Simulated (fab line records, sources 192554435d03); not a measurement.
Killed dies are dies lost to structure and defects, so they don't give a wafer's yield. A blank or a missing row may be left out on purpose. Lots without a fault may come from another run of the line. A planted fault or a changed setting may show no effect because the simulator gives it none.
fab line records | flow n5_finfet
record lots=7 wafers=39
route steps=1938 shown ZERO_LAYER@11 FIN_SAQP@125 SD_EPI_P@321 HKMG_FIN@429 MOL_CONTACT_COAG@547 BEOL_M1@751
start_h: hours from the record's first day to the start of the lot's first wafer shown | wait_h: hours since the lot's step before | " the same as in the row above | L1.1+2: a row that stands for several wafers | - no value, or no start given | * or withheld: withheld | < > ~ a bound
route shown NAME@n: a module of which the file shows steps, and the number in the route of the first | usual: mean/standard deviation of fault-free wafers | same: alike in all rows | chamber/n: place in a boat | sites: the reading at each site | _std_site: their standard deviation | _edge_site: outer sites' mean less inner sites' | radius_mm: how far each site lies from the wafer's centre | mask NAME#n: copy n | behind: the tool/chamber that last shaped the wafer | hold: why the lot was held/for how many hours/how that ended | device: the transistor (n, p or np) that didn't switch | end of line: the same wafers' tests at the end of the route | a step without rows: its recipe alone | killed: dies lost to structure and defects at the first sort, not the wafer's yield | map: a wafer's dies, x killed, . not, _ none there
set.NAME: the setting as run; set.NAME@STEP: as run at that earlier step | model.NAME: the simulator's own value behind a step, which no gauge read
lots whose settings were changed on purpose; a table a step, a row a wafer
## steps
# step N5_ZERO_LAYER_DEVELOP_10
# recipe develop_time_s=60 rinse_liquid=diw dry=air_spin dev_temp_c=21
# columns lot.wafer tool chamber start_h wait_h set.develop_time_s
L075.1+5+6 litho_track-02 0 - - 28.45
L075.2+3+4 " 0 " " 60
L083.1+2+6 litho_track-05 0 - - 60
L085.1+2+5 litho_track-04 0 - - 91.16
L085.3+4+6 " 0 " " 60
L086.1+4+6 litho_track-02 0 - - 36.04
L086.2+3+5 " 0 " " 60
L088.1+2+4 litho_track-02 0 - - 60
L088.3+5+6 " 0 " " 94.53
L089.1+3+6 litho_track-05 0 - - 38.02
L089.2+4+5 " 0 " " 60
L091.1+2+4 litho_track-02 0 - - 46.21
L091.3+5+6 " 0 " " 60
# step N5_ZERO_LAYER_HARDBAKE_23
# recipe temp_c=130 time_s=120
# step N5_ZERO_LAYER_CD_MEAS_11
# recipe target_cd_nm=2000 landing_energy_ev=500 detector=se_inlens
# usual cd_nm=2000.3/1.6
# columns lot.wafer tool chamber start_h wait_h set.develop_time_s@ZERO_LAYER_DEVELOP_10 cd_nm
L075.1 cd_sem-02 0 18.77 - 28.45 1984.3
L075.2 " 0 " " 60 1999.6
L075.3 " 0 " " 60 1998.9
L075.4 " 0 " " 60 1999.6
L075.5 " 0 " " 28.45 1982.7
L075.6 " 0 " " 28.45 1983.4
L083.1 cd_sem-02 0 66.77 - 60 1999.6
L083.2 " 0 " " 60 1998.5
L083.6 " 0 " " 60 1999.7
L085.1 cd_sem-01 0 78.77 - 91.16 2009.9
L085.2 " 0 " " 91.16 2009.0
L085.3 " 0 " " 60 2001.1
L085.4 " 0 " " 60 2000.0
L085.5 " 0 " " 91.16 2008.1
L085.6 " 0 " " 60 2000.3
L086.1 cd_sem-01 0 84.64 - 36.04 1987.1
L086.2 " 0 " " 60 1999.6
L086.3 " 0 " " 60 1998.5
L086.4 " 0 " " 36.04 1988.0
L086.5 " 0 " " 60 2000.4
L086.6 " 0 " " 36.04 1988.1
L088.1 cd_sem-01 0 96.77 - 60 2000.2
L088.2 " 0 " " 60 1998.5
L088.3 " 0 " " 94.53 2008.9
L088.4 " 0 " " 60 1998.4
L088.5 " 0 " " 94.53 2007.9
L088.6 " 0 " " 94.53 2010.0
L089.1 cd_sem-03 0 102.64 - 38.02 1993.5
L089.2 " 0 " " 60 2003.7
L089.3 " 0 " " 38.02 1991.6
L089.4 " 0 " " 60 2002.0
L089.5 " 0 " " 60 2001.1
L089.6 " 0 " " 38.02 1991.8
L091.1 cd_sem-02 0 114.78 - 46.21 1995.1
L091.2 " 0 " " 46.21 1993.1
L091.3 " 0 " " 60 1999.1
L091.4 " 0 " " 46.21 1996.1
L091.5 " 0 " " 60 2000.2
L091.6 " 0 " " 60 1999.8
# step N5_ZERO_LAYER_DESCUM_16
# recipe chemistry=O2 time_s=7.9 source_power_w=50 bias_power_w=20 pressure_mtorr=20 rf_frequency_hz=2.712e+07 temp_c=40 o2_flow_sccm=225
# columns lot.wafer tool chamber start_h wait_h set.develop_time_s@ZERO_LAYER_DEVELOP_10 model.ZERO_LAYER.cd_nm
L075.1+6 rie_diel-03 1,0 18.80 0.0 28.45 1984
L075.2+3 " 3,2 " " 60 1999
L075.4 " 0 " " 60 2000
L075.5 " 1 " " 28.45 1983
L083.1+6 rie_diel-06 3 66.81 0.0 60 2000
L083.2 " 2 " " 60 1999
L085.1 rie_diel-03 3 78.80 0.0 91.16 2010
L085.2 " 2 " " 91.16 2009
L085.3 " 0 " " 60 2001
L085.4 " 3 " " 60 -
L085.5 " 0 " " 91.16 2008
L085.6 " 2 " " 60 2000
L086.1 rie_diel-01 0 84.92 0.3 36.04 1987
L086.2+3 " 1,3 " " 60 1999
L086.4+6 " 2 " " 36.04 1988
L086.5 " 3 " " 60 2001
L088.1 rie_diel-06 0 96.80 0.0 60 2000
L088.2+4 " 1,2 " " 60 1998
L088.3 " 3 " " 94.53 2009
L088.5 " 1 " " 94.53 2008
L088.6 " 0 " " 94.53 2010
L089.1 rie_diel-03 2 102.68 0.0 38.02 1993
L089.2 " 3 " " 60 2003
L089.3+6 " 1,2 " " 38.02 1992
L089.4 " 0 " " 60 2002
L089.5 " 1 " " 60 2001
L091.1+4 rie_diel-03 3,1 114.82 0.0 46.21 1996
L091.2 " 0 " " 46.21 1993
L091.3 " 2 " " 60 1999
L091.5 " 0 " " 60 2001
L091.6 " 3 " " 60 2000
# step N5_FIN_SAQP_SPACER1_ALD_24
# recipe material=SiO2 target_thk_a=203 temp_c=300 ald_precursor_family=BDEAS ald_co_reactant=O2-plasma pulse_time_s=1 purge_time_s=2 co_reactant_purge_time_s=2 ald_cycles=218 pressure_torr=2
# columns lot.wafer tool chamber start_h wait_h set.ald_cycles model.SiO2_of_FIN_SAQP_SPACER1_ALD_24.thk_nm
L075.1 ald_sin-01 1 29.87 0.8 218 20.4
L075.2+6 " 3,1 " " 155 14.4
L075.3+4 " 2,0 " " 218 20.2
L075.5 " 2 " " 155 14.2
L083.1+6 ald_sin-01 1,0 77.66 0.3 218 20.2
L083.2 " 2 " " 218 20.4
L085.1+2+5+6 ald_sin-02 2,0,2,3 90.60 1.5 218 20.2
L085.3+4 " 3,1 " " 218 20.4
L086.1+5 ald_sin-01 2,0 98.98 1.7 153 14.4
L086.2 " 3 " " 153 14.2
L086.3+4+6 " 1,0,1 " " 218 20.4
L088.1 ald_sin-01 2 107.21 0.5 123 11.4
L088.2 " 0 " " 218 20.2
L088.3+4 " 3,1 " " 218 20.4
L088.5+6 " 2,3 " " 123 11.6
L089.1+2+3+4+5 ald_sin-01 0,1,2,3,1 112.96 0.3 218 20.2
L089.6 " 2 " " 218 20
L091.1+3+4+5+6 ald_sin-01 3,1,0,2,1 127.48 0.3 218 20.4
L091.2 " 2 " " 218 20.2
# step N5_FIN_SAQP_SPACER1_ETCHBACK_25
# recipe chemistry=CHF3/O2 mode=anisotropic_etchback target=SiO2 target_depth_a=244 time_s=12.2 pressure_mtorr=30 source_w=650 bias_w=170 Ar_flow_sccm=200 CHF3_flow_sccm=50 O2_flow_sccm=5 ion_energy_ev=200
# step N5_FIN_SAQP_MANDREL1_REMOVE_56
# recipe chemistry=HBr/Cl2/O2 bt_time_s=10 target=a-Si stop_on=SiNx endpoint=OES-SiCl over_etch_frac=1 icp_w=600 bias_w=22 HBr_flow_sccm=150 Cl2_flow_sccm=80 O2_flow_sccm=5 pressure_mtorr=10
# columns lot.wafer tool chamber start_h wait_h set.ald_cycles@FIN_SAQP_SPACER1_ALD_24 model.FIN_SAQP.cd_nm
L075.1+3+4 rie_si-01 0,3,2 30.90 0.1 218 20.4
L075.2 " 1 " " 155 14.4
L075.5 " 1 " " 155 14.2
L075.6 " 0 " " 155 14.6
L083.1+6 rie_si-02 2,3 78.59 0.1 218 20.2
L083.2 " 3 " " 218 20.4
L085.1+2+5 rie_si-02 1,0,3 91.41 0.1 218 20.2
L085.3+4+6 " 3,2,2 " " 218 20.4
L086.1 rie_si-03 2 99.78 0.1 153 14.2
L086.2+5 " 3,2 " " 153 14.4
L086.3+4 " 0,1 " " 218 20.4
L086.6 " 3 " " 218 20.6
L088.1 rie_si-03 0 108.01 0.1 123 11.4
L088.2 " 1 " " 218 20.2
L088.3 " 2 " " 218 20.4
L088.4 " 3 " " 218 20.6
L088.5+6 " 3,2 " " 123 11.6
L089.1 rie_si-02 3 113.88 0.1 218 20.2
L089.2+3+4+5+6 " 2,0,1,0,3 " " 218 20
L091.1+3+4 rie_si-02 3,0,1 128.28 0.1 218 20.4
L091.2+5+6 " 2,1,0 " " 218 20.2
# step N5_FIN_SAQP_CD_MEAS_27
# recipe target_cd_nm=20 landing_energy_ev=1000 detector=se_inlens polarity=line
# usual cd_nm=20.31/0.21
# columns lot.wafer tool chamber start_h wait_h set.ald_cycles@FIN_SAQP_SPACER1_ALD_24 cd_nm
L075.1 cd_sem-01 0 31.01 0.1 218 20.55
L075.2 " 0 " " 155 14.31
L075.3 " 0 " " 218 20.25
L075.4 " 0 " " 218 20.47
L075.5 " 0 " " 155 14.23
L075.6 " 0 " " 155 14.50
L083.1 cd_sem-02 0 78.70 0.1 218 20.38
L083.2 " 0 " " 218 20.65
L083.6 " 0 " " 218 20.07
L085.1 cd_sem-01 0 91.52 0.1 218 20.26
L085.2 " 0 " " 218 20.24
L085.3 " 0 " " 218 20.43
L085.4 " 0 " " 218 20.18
L085.5 " 0 " " 218 20.18
L085.6 " 0 " " 218 20.61
L086.1 cd_sem-02 0 99.89 0.1 153 14.16
L086.2 " 0 " " 153 14.33
L086.3 " 0 " " 218 20.72
L086.4 " 0 " " 218 20.50
L086.5 " 0 " " 153 14.43
L086.6 " 0 " " 218 20.47
L088.1 cd_sem-02 0 108.12 0.1 123 11.44
L088.2 " 0 " " 218 20.55
L088.3 " 0 " " 218 20.19
L088.4 " 0 " " 218 20.47
L088.5 " 0 " " 123 11.57
L088.6 " 0 " " 123 11.91
L089.1 cd_sem-03 0 113.99 0.1 218 20.50
L089.2 " 0 " " 218 20.60
L089.3 " 0 " " 218 20.26
L089.4 " 0 " " 218 20.03
L089.5 " 0 " " 218 20.01
L089.6 " 0 " " 218 19.92
L091.1 cd_sem-02 0 128.39 0.1 218 20.23
L091.2 " 0 " " 218 20.21
L091.3 " 0 " " 218 20.19
L091.4 " 0 " " 218 20.33
L091.5 " 0 " " 218 20.43
L091.6 " 0 " " 218 20.44
# step N5_SD_EPI_P_EPI_21
# recipe material=SiGe:B dopant=B temp_c=550 pressure_torr=20 ambient=H2 time_s=355
# columns lot.wafer tool chamber start_h wait_h set.epi_growth_time_s model.SiGe-B_of_SD_EPI_P_EPI_21.thk_nm
L075.1 epi_rpcvd-01 0 64.18 0.1 355 61.2
L075.2 " 0 " " 355 60.4
L075.3 " 0 " " 561.5 81.8
L075.4 " 0 " " 355 60.6
L075.5 " 0 " " 561.5 82.4
L075.6 " 0 " " 561.5 83
L083.1 epi_rpcvd-04 0 109.03 0.1 355 59.8
L083.2 " 0 " " 355 59.6
L083.6 " 0 110.83 1.8 355 60
L085.1 epi_rpcvd-02 0 126.63 0.1 221.3 41
L085.2 " 0 " " 355 60.2
L085.3 " 0 " " 221.3 40.6
L085.4 " 0 " " 355 61
L085.5 " 0 " " 355 60.6
L085.6 " 0 " " 221.3 41.2
L086.1 epi_rpcvd-02 0 144.04 0.1 355 59.6
L086.2 " 0 " " 556.9 80
L086.3+5 " 0 " " 355 60
L086.4 " 0 " " 556.9 81.8
L086.6 " 0 " " 556.9 81.2
L088.1 epi_rpcvd-02 0 150.94 0.1 355 61.4
L088.2+3 " 0 " " 558.8 83.8
L088.4+6 " 0 " " 355 61.2
L088.5 " 0 " " 558.8 83.6
L089.1+5 epi_rpcvd-04 0 156.96 0.1 194.2 36
L089.2 " 0 " " 194.2 35.8
L089.3 " 0 " " 355 61.4
L089.4 " 0 " " 355 61.2
L089.6 " 0 " " 355 60.6
L091.1+2+5 epi_rpcvd-04 0 170.43 0.1 563.7 83
L091.3+4 " 0 " " 355 60.8
L091.6 " 0 172.23 1.8 355 61
# step N5_SD_EPI_P_EPI_MEAS_23
# recipe mode=xrd
# usual thk_nm=60.7/1.2
# columns lot.wafer tool chamber start_h wait_h set.epi_growth_time_s@SD_EPI_P_EPI_21 thk_nm
L075.1 film_metro-01 - 66.37 1.8 355 60.0
L075.2 " - " " 355 59.1
L075.3 " - " " 561.5 82.4
L075.4 " - " " 355 59.0
L075.5 " - " " 561.5 84.0
L075.6 " - " " 561.5 84.0
L083.1 film_metro-01 - 111.22 1.8 355 58.9
L083.2 " - " " 355 58.3
L083.6 " - " " 355 60.6
L085.1 film_metro-02 - 128.83 1.8 221.3 40.1
L085.2 " - " " 355 60.5
L085.3 " - " " 221.3 41.1
L085.4 " - " " 355 61.3
L085.5 " - " " 355 61.2
L085.6 " - " " 221.3 41.3
L086.1 film_metro-02 - 146.24 1.8 355 59.0
L086.2 " - " " 556.9 79.4
L086.3 " - " " 355 58.9
L086.4 " - " " 556.9 81.4
L086.5 " - " " 355 60.8
L086.6 " - " " 556.9 81.5
L088.1 film_metro-02 - 153.14 1.8 355 61.5
L088.2 " - " " 558.8 83.3
L088.3 " - " " 558.8 83.0
L088.4 " - " " 355 61.7
L088.5 " - " " 558.8 84.0
L088.6 " - " " 355 62.5
L089.1 film_metro-02 - 159.16 1.8 194.2 36.5
L089.2 " - " " 194.2 37.5
L089.3 " - " " 355 60.5
L089.4 " - " " 355 61.0
L089.5 " - " " 194.2 36.1
L089.6 " - " " 355 59.8
L091.1 film_metro-02 - 172.63 1.8 563.7 84.6
L091.2 " - " " 563.7 83.0
L091.3 " - " " 355 60.6
L091.4 " - " " 355 60.6
L091.5 " - " " 563.7 84.9
L091.6 " - " " 355 59.8
# step N5_HKMG_FIN_DEVELOP_11
# recipe develop_time_s=30 developer=TMAH resist=CAR-ArF dev_temp_c=23 rinse_liquid=diw dry=air_spin
# columns lot.wafer tool chamber start_h wait_h set.develop_time_s
L075.1+2+3+4+5+6 litho_track-01 0 - - 30
L083.1+2+6 litho_track-02 0 - - 30
L085.1+2+3+4+5+6 litho_track-02 0 - - 30
L086.1+5+6 litho_track-01 0 - - 12.18
L086.2+3+4 " 0 " " 30
L088.1+2+5 litho_track-01 0 - - 30
L088.3+4+6 " 0 " " 18.71
L089.1+2+3+4+5+6 litho_track-01 0 - - 30
L091.1+2+6 litho_track-01 0 - - 42.75
L091.3+4+5 " 0 " " 30
# step N5_HKMG_FIN_CD_MEAS_12
# recipe target_cd_nm=92.8 landing_energy_ev=500 detector=se_inlens
# usual cd_nm=93.2/0.48
# columns lot.wafer tool chamber start_h wait_h set.develop_time_s@HKMG_FIN_DEVELOP_11 cd_nm
L075.1 cd_sem-02 0 83.10 - 30 93.0
L075.2 " 0 " " 30 92.8
L075.3 " 0 " " 30 92.7
L075.4 " 0 " " 30 92.9
L075.5 " 0 " " 30 93.1
L075.6 " 0 " " 30 93.2
L083.1 cd_sem-02 0 129.40 - 30 93.2
L083.2 " 0 " " 30 93.9
L083.6 " 0 " " 30 93.0
L085.1 cd_sem-02 0 156.99 - 30 94.4
L085.2 " 0 " " 30 93.9
L085.3 " 0 " " 30 94.0
L085.4 " 0 " " 30 93.6
L085.5 " 0 " " 30 93.3
L085.6 " 0 " " 30 94.1
L086.1 cd_sem-03 0 164.02 - 12.18 88.3
L086.2 " 0 " " 30 92.7
L086.3 " 0 " " 30 93.0
L086.4 " 0 " " 30 93.0
L086.5 " 0 " " 12.18 88.1
L086.6 " 0 " " 12.18 87.6
L088.1 cd_sem-02 0 170.99 - 30 93.4
L088.2 " 0 " " 30 93.3
L088.3 " 0 " " 18.71 91.5
L088.4 " 0 " " 18.71 90.5
L088.5 " 0 " " 30 93.6
L088.6 " 0 " " 18.71 91.3
L089.1 cd_sem-02 0 176.90 - 30 94.0
L089.2 " 0 " " 30 93.8
L089.3 " 0 " " 30 93.7
L089.4 " 0 " " 30 93.9
L089.5 " 0 " " 30 94.0
L089.6 " 0 " " 30 93.9
L091.1 cd_sem-03 0 189.53 - 42.75 95.0
L091.2 " 0 " " 42.75 95.3
L091.3 " 0 " " 30 94.0
L091.4 " 0 " " 30 94.1
L091.5 " 0 " " 30 93.7
L091.6 " 0 " " 42.75 95.0
# step N5_MOL_CONTACT_COAG_SPUTTER_143
# recipe material=Co target_thk_a=25 temp_c=25 chamber_pressure_pa=0.2
# columns lot.wafer tool chamber start_h wait_h set.target_thk_a model.Co_of_MOL_CONTACT_COAG_SPUTTER_143.thk_nm
L075.1+3+6 pvd_sputter-01 - 101.59 0.0 25 2.6
L075.2+4+5 " - " " 25 2.4
L083.1+2+6 pvd_sputter-03 - 153.63 0.0 25 2.6
L085.1+2+3+4+5+6 pvd_sputter-02 - 171.86 0.0 25 2.4
L086.1+4+5 pvd_sputter-03 - 179.21 0.0 19.86 2
L086.2+6 " - " " 25 2.6
L086.3 " - " " 25 2.4
L088.1+4 pvd_sputter-02 - 185.62 0.0 30.09 3
L088.2+3+6 " - " " 25 2.6
L088.5 " - " " 30.09 3.2
L089.1+3 pvd_sputter-03 - 193.19 0.0 25 2.8
L089.2+5+6 " - " " 34.01 3.6
L089.4 " - " " 25 2.6
L091.1+4+6 pvd_sputter-02 - 204.76 0.0 17.32 1.8
L091.2+5 " - " " 25 2.6
L091.3 " - " " 25 2.4
# step N5_BEOL_M1_ILD_DEP_00
# recipe material=SiOC target_thk_a=790 temp_c=350 precursor=DEMS/O2 pressure_torr=5 rf_w=500 time_s=15.3
# columns lot.wafer tool chamber start_h wait_h set.time_s model.SiOC_of_BEOL_M1_ILD_DEP_00.thk_nm
L075.1 pecvd-03 2 158.32 0.0 15.3 78
L075.2+3 " 1,0 " " 15.3 78.6
L075.4 " 0 " " 15.3 80
L075.5 " 1 " " 15.3 79.2
L075.6 " 2 " " 15.3 80.4
L083.1 pecvd-03 1 183.08 0.0 15.3 78.4
L083.2 " 2 " " 15.3 77.6
L083.6 " 0 " " 15.3 79.6
L085.1+3 pecvd-02 0,1 199.83 0.0 15.3 78.4
L085.2 " 2 " " 15.3 78
L085.4 " 1 " " 23.12 119
L085.5 " 0 " " 23.12 119.4
L085.6 " 2 " " 23.12 119.8
L086.1 pecvd-02 2 208.91 0.0 15.3 78.6
L086.2+3 " 0,1 " " 15.3 77.2
L086.4 " 2 " " 15.3 79.2
L086.5 " 1 " " 15.3 78.4
L086.6 " 0 " " 15.3 78.8
L088.1+5 pecvd-03 1 216.70 0.0 15.3 79.8
L088.2 " 0 " " 15.3 79
L088.3 " 0 " " 15.3 79.2
L088.4 " 1 " " 15.3 80.6
L088.6 " 0 " " 15.3 79.4
L089.1 pecvd-02 0 222.25 0.0 6.596 34.8
L089.2 " 2 " " 6.596 34
L089.3 " 1 " " 6.596 33.8
L089.4 " 2 " " 15.3 80.4
L089.5 " 0 " " 15.3 80.2
L089.6 " 1 " " 15.3 79.2
L091.1+6 pecvd-02 0,1 231.96 0.0 22.27 113.2
L091.2 " 1 " " 15.3 77.2
L091.3 " 2 " " 22.27 113.6
L091.4 " 2 " " 15.3 79.4
L091.5 " 0 " " 15.3 79.2
# step N5_BEOL_M1_THK_MEAS_01
# recipe reads=SiOC_of_BEOL_M1_ILD_DEP_00
# usual M1_ILD_THK=79.1/0.92
# columns lot.wafer tool chamber start_h wait_h set.time_s@BEOL_M1_ILD_DEP_00 M1_ILD_THK[nm]
L075.1 film_metro-01 - 158.39 0.0 15.3 78.0
L075.2 " - " " 15.3 78.5
L075.3 " - " " 15.3 78.5
L075.4 " - " " 15.3 79.9
L075.5 " - " " 15.3 79.3
L075.6 " - " " 15.3 80.5
L083.1 film_metro-02 - 183.15 0.0 15.3 78.4
L083.2 " - " " 15.3 77.5
L083.6 " - " " 15.3 79.5
L085.1 film_metro-02 - 199.90 0.0 15.3 78.5
L085.2 " - " " 15.3 78.1
L085.3 " - " " 15.3 78.4
L085.4 " - " " 23.12 119.0
L085.5 " - " " 23.12 119.5
L085.6 " - " " 23.12 119.7
L086.1 film_metro-01 - 208.98 0.0 15.3 78.6
L086.2 " - " " 15.3 77.3
L086.3 " - " " 15.3 77.3
L086.4 " - " " 15.3 79.1
L086.5 " - " " 15.3 78.4
L086.6 " - " " 15.3 78.9
L088.1 film_metro-02 - 216.79 0.1 15.3 79.8
L088.2 " - " " 15.3 79.0
L088.3 " - " " 15.3 79.3
L088.4 " - " " 15.3 80.6
L088.5 " - " " 15.3 79.9
L088.6 " - " " 15.3 79.4
L089.1 film_metro-01 - 222.32 0.0 6.596 34.8
L089.2 " - " " 6.596 33.9
L089.3 " - " " 6.596 33.8
L089.4 " - " " 15.3 80.5
L089.5 " - " " 15.3 80.3
L089.6 " - " " 15.3 79.4
L091.1 film_metro-02 - 232.03 0.0 22.27 113.2
L091.2 " - " " 15.3 77.2
L091.3 " - " " 22.27 113.6
L091.4 " - " " 15.3 79.4
L091.5 " - " " 15.3 79.1
L091.6 " - " " 22.27 113.1
## key
split step=N5_ZERO_LAYER_DEVELOP_10 setting=develop_time_s stated=60 by=wafer
response step=N5_ZERO_LAYER_CD_MEAS_11 reading=cd_nm change=+0.228 per=1% r=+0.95
response step=N5_ZERO_LAYER_DESCUM_16 reading=model.ZERO_LAYER.cd_nm change=+0.231 per=1% r=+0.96
split step=N5_FIN_SAQP_SPACER1_ALD_24 setting=ald_cycles stated=218 by=wafer
response step=N5_FIN_SAQP_SPACER1_ALD_24 reading=model.SiO2_of_FIN_SAQP_SPACER1_ALD_24.thk_nm change=+0.203 per=1% r=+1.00
response step=N5_FIN_SAQP_MANDREL1_REMOVE_56 reading=model.FIN_SAQP.cd_nm change=+0.205 per=1% r=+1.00
response step=N5_FIN_SAQP_CD_MEAS_27 reading=cd_nm change=+0.205 per=1% r=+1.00
split step=N5_SD_EPI_P_EPI_21 setting=epi_growth_time_s stated=355 by=wafer
response step=N5_SD_EPI_P_EPI_21 reading=model.SiGe-B_of_SD_EPI_P_EPI_21.thk_nm change=+0.412 per=1% r=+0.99
response step=N5_SD_EPI_P_EPI_MEAS_23 reading=thk_nm change=* per=1% r=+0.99
split step=N5_HKMG_FIN_DEVELOP_11 setting=develop_time_s stated=30 by=wafer
response step=N5_HKMG_FIN_CD_MEAS_12 reading=cd_nm change=+0.0635 per=1% r=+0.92
split step=N5_MOL_CONTACT_COAG_SPUTTER_143 setting=target_thk_a stated=25 by=wafer
response step=N5_MOL_CONTACT_COAG_SPUTTER_143 reading=model.Co_of_MOL_CONTACT_COAG_SPUTTER_143.thk_nm change=+0.0241 per=1% r=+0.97
split step=N5_BEOL_M1_ILD_DEP_00 setting=time_s stated=15.3 by=wafer
response step=N5_BEOL_M1_ILD_DEP_00 reading=model.SiOC_of_BEOL_M1_ILD_DEP_00.thk_nm change=+0.793 per=1% r=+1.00
response step=N5_BEOL_M1_THK_MEAS_01 reading=M1_ILD_THK change=+0.794 per=1% r=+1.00
